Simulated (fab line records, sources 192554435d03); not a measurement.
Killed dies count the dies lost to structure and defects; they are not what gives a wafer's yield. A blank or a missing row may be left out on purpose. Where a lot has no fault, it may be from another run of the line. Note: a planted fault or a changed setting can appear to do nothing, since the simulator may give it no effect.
Which of the tools did it? :: flow n5Finfet :: Sampling: 24 lots, 72 wafers, 3 of 1938 route steps

## WHAT THE GAUGES READ, wafer by wafer
N5_BEOL_M3_INSPECT_59: inspects for defects (darkfield).
lot: L074
measured: day 7 09:47
on: defectInspect-02
rawDefectCount: 84 101 61

lot: L075
measured: day 7 18:11
on: defectInspect-01
rawDefectCount: 60 92 42

lot: L076
measured: day 7 20:45
on: defectInspect-01
rawDefectCount: 94 62 81

lot: L077
measured: day 8 00:13
on: defectInspect-02
rawDefectCount: 90 43 53

lot: L078
measured: day 8 15:14
on: defectInspect-02
rawDefectCount: 76 112 43

lot: L079
measured: day 8 19:50
on: defectInspect-01
rawDefectCount: 42 83 49

lot: L080
measured: day 9 08:46
on: defectInspect-01
rawDefectCount: 76 66 86

lot: L081
measured: day 9 12:01
on: defectInspect-02
rawDefectCount: 84 40 97

lot: L082
measured: day 9 12:37
on: defectInspect-02
rawDefectCount: 71 81 69

lot: L083
measured: day 9 23:29
on: defectInspect-02
rawDefectCount: 75 80 60

lot: L084
measured: day 10 01:52
on: defectInspect-01
rawDefectCount: 79 81 76

lot: L085
measured: day 10 06:22
on: defectInspect-01
rawDefectCount: 62 106 84

lot: L086
measured: day 10 21:44
on: defectInspect-01
rawDefectCount: 66 64 28

lot: L087
measured: day 11 04:01
on: defectInspect-01
rawDefectCount: 67 46 48

lot: L089
measured: day 11 12:39
on: defectInspect-02
rawDefectCount: 63 56 59

lot: L091
measured: day 11 21:14
on: defectInspect-01
rawDefectCount: 52 69 44

lot: L088
measured: day 11 23:25
on: defectInspect-02
rawDefectCount: 69 57 64

lot: L090
measured: day 12 02:15
on: defectInspect-01
rawDefectCount: 43 66 49

lot: L092
measured: day 12 06:32
on: defectInspect-01
rawDefectCount: 55 158 82

lot: L095
measured: day 12 17:46
on: defectInspect-01
rawDefectCount: 73 71 24

lot: L094
measured: day 13 03:25
on: defectInspect-02
rawDefectCount: 96 55 52

lot: L093
measured: day 13 10:48
on: defectInspect-01
rawDefectCount: 54 58 89

lot: L096
measured: day 13 19:52
on: defectInspect-01
rawDefectCount: 52 55 64

lot: L097
measured: day 14 05:30
on: defectInspect-02
rawDefectCount: 56 56 33

N5_BEOL_M4_CD_MEAS_28: target cd 26.2 nm, target cd y 24.1 nm.
lot: L074
measured: day 7 13:03
on: cdSem-01
cdNm (nm): 26.25 25.78 25.95

lot: L075
measured: day 7 20:40
on: cdSem-01
cdNm (nm): 26.10 25.92 26.05

lot: L076
measured: day 8 01:10
on: cdSem-02
cdNm (nm): 25.85 25.70 25.93

lot: L077
measured: day 8 02:13
on: cdSem-01
cdNm (nm): 26.40 25.89 25.85

lot: L078
measured: day 8 18:58
on: cdSem-01
cdNm (nm): 26.06 26.48 26.09

lot: L079
measured: day 8 23:19
on: cdSem-03
cdNm (nm): 25.90 25.94 25.80

lot: L080
measured: day 9 12:08
on: cdSem-01
cdNm (nm): 26.03 25.94 25.68

lot: L081
measured: day 9 13:43
on: cdSem-03
cdNm (nm): 26.16 26.25 25.78

lot: L082
measured: day 9 16:26
on: cdSem-03
cdNm (nm): 26.15 26.10 26.27

lot: L083
measured: day 10 03:08
on: cdSem-01
cdNm (nm): 26.04 26.52 26.64

lot: L084
measured: day 10 05:23
on: cdSem-02
cdNm (nm): 26.28 25.61 25.36

lot: L085
measured: day 10 09:00
on: cdSem-02
cdNm (nm): 26.38 26.28 26.45

lot: L086
measured: day 11 00:27
on: cdSem-02
cdNm (nm): 26.09 26.11 25.97

lot: L087
measured: day 11 06:05
on: cdSem-02
cdNm (nm): 26.23 26.36 26.33

lot: L089
measured: day 11 15:57
on: cdSem-02
cdNm (nm): 26.12 25.93 26.47

lot: L091
measured: day 11 23:05
on: cdSem-02
cdNm (nm): 26.04 26.35 26.23

lot: L088
measured: day 12 03:32
on: cdSem-03
cdNm (nm): 26.40 26.48 26.57

lot: L090
measured: day 12 03:59
on: cdSem-03
cdNm (nm): 26.39 26.00 26.08

lot: L092
measured: day 12 09:59
on: cdSem-03
cdNm (nm): 25.87 26.06 26.38

lot: L095
measured: day 12 20:02
on: cdSem-03
cdNm (nm): 25.38 26.24 26.22

lot: L094
measured: day 13 07:38
on: cdSem-02
cdNm (nm): 25.67 25.93 25.86

lot: L093
measured: day 13 15:00
on: cdSem-03
cdNm (nm): 26.33 26.15 25.73

lot: L096
measured: day 13 23:31
on: cdSem-02
cdNm (nm): 26.15 26.05 26.18

lot: L097
measured: day 14 07:51
on: cdSem-03
cdNm (nm): 26.29 25.73 25.92

## EACH LOT AND THE TOOL THAT RAN IT (in order: tool; ch and the chambers of the sampled wafers; start)
lot: L074
N5_BEOL_M4_STRIP_19: rieDiel-06 ch 2,3, day 7 12:32

lot: L075
N5_BEOL_M4_STRIP_19: rieDiel-02 ch 0,2,3, day 7 20:09

lot: L076
N5_BEOL_M4_STRIP_19: rieDiel-01 ch 0,1,3, day 8 00:40

lot: L077
N5_BEOL_M4_STRIP_19: rieDiel-01 ch 1,3, day 8 01:49

lot: L078
N5_BEOL_M4_STRIP_19: rieDiel-02 ch 1,2,3, day 8 18:28

lot: L079
N5_BEOL_M4_STRIP_19: rieDiel-02 ch 1,2, day 8 22:48

lot: L080
N5_BEOL_M4_STRIP_19: rieDiel-06 ch 0,2, day 9 11:37

lot: L081
N5_BEOL_M4_STRIP_19: rieDiel-06 ch 0,1,3, day 9 13:19

lot: L082
N5_BEOL_M4_STRIP_19: rieDiel-06 ch 1,2,3, day 9 15:56

lot: L083
N5_BEOL_M4_STRIP_19: rieDiel-06 ch 0,1,3, day 10 02:37

lot: L084
N5_BEOL_M4_STRIP_19: rieDiel-06 ch 0,2,3, day 10 04:53

lot: L085
N5_BEOL_M4_STRIP_19: rieDiel-02 ch 0,2,3, day 10 08:29

lot: L086
N5_BEOL_M4_STRIP_19: rieDiel-01 ch 0,2,3, day 11 00:04

lot: L087
N5_BEOL_M4_STRIP_19: rieDiel-06 ch 1,2,3, day 11 05:41

lot: L089
N5_BEOL_M4_STRIP_19: rieDiel-01 ch 0,1, day 11 15:34

lot: L091
N5_BEOL_M4_STRIP_19: rieDiel-06 ch 1,2,3, day 11 22:34

lot: L088
N5_BEOL_M4_STRIP_19: rieDiel-06 ch 0,3, day 12 03:01

lot: L090
N5_BEOL_M4_STRIP_19: rieDiel-06 ch 1,2,3, day 12 03:36

lot: L092
N5_BEOL_M4_STRIP_19: rieDiel-02 ch 0,1,3, day 12 09:29

lot: L095
N5_BEOL_M4_STRIP_19: rieDiel-06 ch 0,1,2, day 12 19:39

lot: L094
N5_BEOL_M4_STRIP_19: rieDiel-01 ch 1,2, day 13 07:08

lot: L093
N5_BEOL_M4_STRIP_19: rieDiel-02 ch 1,2, day 13 14:28

lot: L096
N5_BEOL_M4_STRIP_19: rieDiel-01 ch 0,2,3, day 13 23:00

lot: L097
N5_BEOL_M4_STRIP_19: rieDiel-01 ch 0,3, day 14 07:20
- N5_BEOL_M4_STRIP_19: strips in O2.

## WHAT THE TOOLS THEMSELVES READ (means of the sampled wafers that have a number; where no wafer has one, the mark that the record gives instead)
N5_BEOL_M4_STRIP_19.
lot: L074
tool: rieDiel-06
drypumpMotorCurrentA (A): 5.3
oesProductAu (a.u.): 0.91
rfVppV (V): 3.0
showerheadPlenumPTorr (Torr): 2.09
throttleValvePct (%): 16.46

lot: L075
tool: rieDiel-02
drypumpMotorCurrentA (A): 5.8
oesProductAu (a.u.): 0.80
rfVppV (V): 3.3
showerheadPlenumPTorr (Torr): 2.07
throttleValvePct (%): 16.55

lot: L076
tool: rieDiel-01
drypumpMotorCurrentA (A): 6.3
oesProductAu (a.u.): 0.90
rfVppV (V): 3.5
showerheadPlenumPTorr (Torr): 2.08
throttleValvePct (%): 16.64

lot: L077
tool: rieDiel-01
drypumpMotorCurrentA (A): 6.3
oesProductAu (a.u.): 0.94
rfVppV (V): 3.7
showerheadPlenumPTorr (Torr): 2.07
throttleValvePct (%): 16.70

lot: L078
tool: rieDiel-02
drypumpMotorCurrentA (A): 5.8
oesProductAu (a.u.): 0.77
rfVppV (V): 3.5
showerheadPlenumPTorr (Torr): 2.06
throttleValvePct (%): 16.55

lot: L079
tool: rieDiel-02
drypumpMotorCurrentA (A): 5.4
oesProductAu (a.u.): 0.86
rfVppV (V): 3.4
showerheadPlenumPTorr (Torr): 2.15
throttleValvePct (%): 16.60

lot: L080
tool: rieDiel-06
drypumpMotorCurrentA (A): 5.5
oesProductAu (a.u.): 0.91
rfVppV (V): 3.9
showerheadPlenumPTorr (Torr): 2.20
throttleValvePct (%): 16.65

lot: L081
tool: rieDiel-06
drypumpMotorCurrentA (A): 5.2
oesProductAu (a.u.): 0.89
rfVppV (V): 3.7
showerheadPlenumPTorr (Torr): 2.13
throttleValvePct (%): 16.43

lot: L082
tool: rieDiel-06
drypumpMotorCurrentA (A): 5.2
oesProductAu (a.u.): 0.85
rfVppV (V): 4.2
showerheadPlenumPTorr (Torr): 2.09
throttleValvePct (%): 16.56

lot: L083
tool: rieDiel-06
drypumpMotorCurrentA (A): 5.2
oesProductAu (a.u.): 0.87
rfVppV (V): 3.8
showerheadPlenumPTorr (Torr): 2.13
throttleValvePct (%): 16.44

lot: L084
tool: rieDiel-06
drypumpMotorCurrentA (A): 5.4
oesProductAu (a.u.): 0.89
rfVppV (V): 3.6
showerheadPlenumPTorr (Torr): 2.14
throttleValvePct (%): 16.58

lot: L085
tool: rieDiel-02
drypumpMotorCurrentA (A): 5.8
oesProductAu (a.u.): 0.76
rfVppV (V): 3.5
showerheadPlenumPTorr (Torr): 2.06
throttleValvePct (%): 16.59

lot: L086
tool: rieDiel-01
drypumpMotorCurrentA (A): 5.8
oesProductAu (a.u.): 0.86
rfVppV (V): 3.3
showerheadPlenumPTorr (Torr): 2.07
throttleValvePct (%): 16.51

lot: L087
tool: rieDiel-06
drypumpMotorCurrentA (A): 5.2
oesProductAu (a.u.): 0.83
rfVppV (V): 3.2
showerheadPlenumPTorr (Torr): 2.09
throttleValvePct (%): 16.58

lot: L089
tool: rieDiel-01
drypumpMotorCurrentA (A): 6.5
oesProductAu (a.u.): 0.85
rfVppV (V): 3.6
showerheadPlenumPTorr (Torr): 2.06
throttleValvePct (%): 16.66

lot: L091
tool: rieDiel-06
drypumpMotorCurrentA (A): 5.2
oesProductAu (a.u.): 0.82
rfVppV (V): 4.4
showerheadPlenumPTorr (Torr): 2.09
throttleValvePct (%): 16.59

lot: L088
tool: rieDiel-06
drypumpMotorCurrentA (A): 5.4
oesProductAu (a.u.): 0.88
rfVppV (V): 3.6
showerheadPlenumPTorr (Torr): 2.11
throttleValvePct (%): 16.40

lot: L090
tool: rieDiel-06
drypumpMotorCurrentA (A): 5.2
oesProductAu (a.u.): 0.82
rfVppV (V): 3.7
showerheadPlenumPTorr (Torr): 2.09
throttleValvePct (%): 16.58

lot: L092
tool: rieDiel-02
drypumpMotorCurrentA (A): 5.8
oesProductAu (a.u.): 0.77
rfVppV (V): 4.0
showerheadPlenumPTorr (Torr): 2.06
throttleValvePct (%): 16.54

lot: L095
tool: rieDiel-06
drypumpMotorCurrentA (A): 5.3
oesProductAu (a.u.): 0.82
rfVppV (V): 4.0
showerheadPlenumPTorr (Torr): 2.15
throttleValvePct (%): 16.68

lot: L094
tool: rieDiel-01
drypumpMotorCurrentA (A): 6.2
oesProductAu (a.u.): 0.87
rfVppV (V): 3.3
showerheadPlenumPTorr (Torr): 2.04
throttleValvePct (%): 16.56

lot: L093
tool: rieDiel-02
drypumpMotorCurrentA (A): 5.4
oesProductAu (a.u.): 0.90
rfVppV (V): 3.4
showerheadPlenumPTorr (Torr): 2.23
throttleValvePct (%): 16.45

lot: L096
tool: rieDiel-01
drypumpMotorCurrentA (A): 5.8
oesProductAu (a.u.): 0.82
rfVppV (V): 3.4
showerheadPlenumPTorr (Torr): 2.06
throttleValvePct (%): 16.56

lot: L097
tool: rieDiel-01
drypumpMotorCurrentA (A): 6.1
oesProductAu (a.u.): 0.81
rfVppV (V): 3.4
showerheadPlenumPTorr (Torr): 2.06
throttleValvePct (%): 16.75

## THE ANSWER, worked out from the rows above alone
Rule: the usual values come from the lots themselves. The widest of any qualifying gaps counts: lots, ordered by their means at a reading, are off when they make up no more than a third of the lots, leave a main group of 4 or more, and stand apart from it by 3 or more times the standard deviation of that group's means. The tables above print the reading to a certain number of digits; a main group whose means all agree to those digits is not used. A lot without any number at a reading at which 4 lots or more have one is off too. Any other lot the step has rows for is counted as sound. First the gauges in route order, then the tools' own readings, where a lot's mean is used as printed above. At the first step where some lot is off, the reading lying furthest off is the one used; lots without a number count as furthest.
No lot is off at any reading shown: from this, nothing can be told.

## WHAT THE SIMULATOR HAD PUT IN
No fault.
